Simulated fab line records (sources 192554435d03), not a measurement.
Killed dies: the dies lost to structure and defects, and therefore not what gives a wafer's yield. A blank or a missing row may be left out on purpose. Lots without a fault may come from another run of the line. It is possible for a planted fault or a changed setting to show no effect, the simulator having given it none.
Comparing a struck lot with a sound one || flow n5-finfet || 36 out of 1938 route steps
Sound: these wafers, L602.1, L602.4, L602.5. Struck: wafer L615.3 (left out: L615.4, a lot-mate that was not struck); the cause follows at the end.
At each step with rows: each side's tool, then ch and its chambers, then its first start. Under that, the readings that differ: sound wafers || struck wafers || difference of the means || sigmas: that difference in standard deviations of wafers without a fault.
alike: same words and numbers on both sides, and readings whose means sit less than 2 such deviations apart. not compared: any withheld reading, any reading some wafer has no value for, any bound like >300 that may hide the same value, and any number with overlapping values for which the record gives no deviation.
Wherever a step has rows on one side only, a row that says differs or no value, or a row with sigmas, the two part there. When numbers do not overlap yet have no deviation, they are printed without sigmas and do not part them. Lack of a reading on every wafer of one side parts them only where that side has two or more wafers.

first, 9 steps without rows for these wafers: N5_BEOL_M4_ANNEAL_95 (time 240 s); N5_BEOL_M4_SPUTTER_96 (material Cu, target thk 4.5 nm, time 8.29 s); N5_BEOL_M4_ECD_50 (material Cu, target thk 300 nm); N5_BEOL_M4_ANNEAL_51 (time 90 s); N5_BEOL_M4_CMP_52 (polishes, stops on SiOC, t overpolish 6.8 s, target thk 40 nm); N5_BEOL_M4_PRE_CLEAN_60 (time 15 s); N5_BEOL_M4_CO_CAP_55 (material Co, precursor CCTBA/H2, target thk 2 nm, time 102.1 s); N5_BEOL_M4_PRE_CLEAN_56 (time 15 s); N5_BEOL_M4_DEP_57 (deposits SiCN from 3MS/NH3, target thk 8 nm, time 14 s).
N5_BEOL_M4_RC_MEAS_101:
  sound on prober-02 ch 0, day 7 23:53; struck on prober-01 ch 0, day 11 05:58
  alike: DIBL_N, DIBL_P, IOFF_N, IOFF_P, ION_N, ION_P, SS_N, SS_P, VT_N, VT_P
then, 24 steps without rows for these wafers: N5_BEOL_M5_ILD_DEP_00 (deposits SiCOH lowk from DEMS/porogen, target thk 140.64 nm, time 25.9 s); N5_BEOL_M5_CURE_79 (cures SiCOH lowk, time 240 s); N5_BEOL_M5_PECVD_70 (deposits SiO2 from TEOS/O2, target thk 16 nm, time 18 s); N5_BEOL_M5_HM_DEP_02 (deposits TiN, target thk 20 nm); N5_BEOL_M5_COAT_59 (time 60 s, resist thk 60 nm); N5_BEOL_M5_COAT_60 (time 60 s, resist thk 12 nm); N5_BEOL_M5_COAT_71 (time 60 s, resist thk 5 nm); N5_BEOL_M5_COAT_05 (resist thk 30 nm); N5_BEOL_M5_EBR_07; N5_BEOL_M5_SOFTBAKE_06 (time 60 s); N5_BEOL_M5_EXPOSE_08 (exposes mask M5, target cd 28 nm); N5_BEOL_M5_PEB_09 (peb time 60 s); N5_BEOL_M5_DEVELOP_10 (develop time 30 s); N5_BEOL_M5_DESCUM_16 (chemistry O2, time 7 s); N5_BEOL_M5_ETCH_72 (etches underlayer in N2/H2, target depth 6.5 nm, time 5.2 s); N5_BEOL_M5_ETCH_61 (etches SiARC in CF4, target depth 15.6 nm, time 26 s); N5_BEOL_M5_ETCH_62 (etches SOC in N2/H2, target depth 75 nm, overetch 15 nm, time 112.5 s); N5_BEOL_M5_STRIP_63 (strips in N2/H2); N5_BEOL_M5_STRIP_73 (strips in N2/H2); N5_BEOL_M5_STRIP_64 (strips in CF4); N5_BEOL_M5_HM_OPEN_17 (chemistry Cl2/BCl3, target TiN, target depth 20 nm, overetch 6 nm); N5_BEOL_M5_STRIP_19 (strips in O2); N5_BEOL_M5_COAT_65 (time 60 s, resist thk 60 nm); N5_BEOL_M5_COAT_66 (time 60 s, resist thk 12 nm).
-- a jump in the record: the struck wafers' starts before and after are 4 days apart (it breaks off in module BEOL_M5 and resumes in module MIM_TOP, where the first step shown is number 1838 of the route) --
N5_MIM_TOP_SPUTTER_03: material TiN, target thk 35 nm, time 89.7 s.
  struck on pvd-sputter-02, day 15 04:54; sound on pvd-sputter-02, day 11 21:23
{"reading": "model.TiN_of_MIM_TOP_SPUTTER_03.thk-nm (nm)", "sound": "35.8 35.4 35.4", "struck": 45.8, "difference": "+10.3", "sigmas": ""}
  alike: throttle-valve-pct
N5_PASSIVATION_PROBE_49:
  struck on prober-02, day 15 19:35; sound on prober-01, day 12 08:35
{"reading": "defect-limited-yield (%)", "sound": "92.5 89.4 88.6", "struck": 0, "difference": -90, "sigmas": -60}
{"reading": "killed-at-other", "sound": "8 5 8", "struck": 1074, "difference": "+1067", "sigmas": "+99 or more"}
{"reading": "killed-dies", "sound": "88 125 134", "struck": 1180, "difference": "+1064", "sigmas": "+63"}
{"reading": "killed-on-rim", "sound": "13 18 20", "struck": 152, "difference": "+135", "sigmas": "+38"}
{"reading": "sort-n-pass", "sound": "1092 1055 1046", "struck": 0, "difference": -1064, "sigmas": -63}
{"reading": "sort-yield-pct (%)", "sound": "92.5 89.4 88.6", "struck": 0, "difference": -90, "sigmas": -60}
  alike: killed_at_M0_to_M3, killed_at_M4_up, killed-at-contacts, killed-at-front-end, killed-open, killed-short, sort_bin_5_function, sort_bin_6_memory

WHERE THEY PART
At N5_PASSIVATION_PROBE_49 and nowhere else, as far as this record goes.

WHY: whatever the simulator had introduced
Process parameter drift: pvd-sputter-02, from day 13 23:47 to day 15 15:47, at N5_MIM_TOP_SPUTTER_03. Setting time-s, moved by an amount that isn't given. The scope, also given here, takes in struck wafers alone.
